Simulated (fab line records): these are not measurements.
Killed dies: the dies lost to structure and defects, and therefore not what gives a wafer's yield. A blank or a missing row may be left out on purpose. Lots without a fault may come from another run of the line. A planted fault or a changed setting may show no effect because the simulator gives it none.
Chamber matching	flow n5-finfet	4 sister chambers for N5_BEOL_M12_DESCUM_15 on rie-diel-01
The step chemistry O2, time 7.9 s. 20 wafers are shown with their chamber, then 10 later ones without.

== WAFERS, EACH WITH ITS CHAMBER ==
wafer	chamber	throttle-valve-pct (%)	showerhead-plenum-p-Torr (Torr)	oes-product-au (a.u.)
L074.2	3	20.14	2.05	0.97
L074.4	1	20.30	2.06	0.73
L074.6	3	20.13	2.05	0.96
L078.1	0	20.66	2.02	0.78
L078.3	3	20.15	2.04	0.92
L078.4	0	20.66	2.02	0.78
L082.4	3	20.16	2.04	0.90
L082.5	0	20.67	2.02	0.77
L082.6	3	20.16	2.04	0.91
L081.3	1	20.34	2.06	0.72
L081.5	3	20.17	2.04	0.90
L081.6	0	20.68	2.02	0.78
L083.4	2	20.02	2.11	0.80
L083.5	2	20.03	2.11	0.79
L083.6	3	20.17	2.04	0.89
L088.2	3	20.17	2.04	0.88
L088.4	0	20.69	2.02	0.77
L088.5	0	20.68	2.02	0.77
L093.2	0	20.71	2.01	0.75
L093.3	2	20.05	2.10	0.78

SIGNATURES (averages over the wafers above)
reading	chamber 0	chamber 1	chamber 2	chamber 3	scatter within a chamber
throttle-valve-pct	20.6786	20.3200	20.0333	20.1562	0.0172
showerhead-plenum-p-Torr	2.0186	2.0600	2.1067	2.0425	0.00435
oes-product-au	0.7714	0.7250	0.7900	0.9163	0.0228
Rule: for a wafer and a chamber, the distance is found by dividing, reading by reading, the gap between the wafer's reading and the chamber's mean by the reading's scatter, squaring, summing and taking the root. If the next closest chamber is less than 2 further off than the closest, the wafer can't be placed; otherwise it belongs to the closest. The scatter is the square root of a quotient: the sum, over the shown wafers, of each reading's squared deviation from its chamber's mean, divided by wafers minus chambers.

== WAFERS MISSING THEIR CHAMBER ==
wafer	throttle-valve-pct (%)	showerhead-plenum-p-Torr (Torr)	oes-product-au (a.u.)
L093.5	20.36	2.05	0.69
L091.3	20.70	2.01	0.76
L091.5	20.21	2.03	0.86
L091.6	20.70	2.01	0.75
L094.1	20.71	2.01	0.75
L094.5	20.23	2.03	0.87
L094.6	20.06	2.10	0.77
L096.1	20.22	2.02	0.84
L096.2	20.09	2.10	0.76
L096.5	20.08	2.10	0.76

== WHICH CHAMBER EACH WENT THROUGH ==
wafer	from the rows above	in truth
L093.5	1	1
L091.3	0	0
L091.5	3	3
L091.6	0	0
L094.1	0	0
L094.5	3	3
L094.6	2	2
L096.1	3	3
L096.2	2	2
L096.5	2	2
Correct placement for 10 of the 10. Can't be placed from these rows: 0. Number placed wrongly: 0.
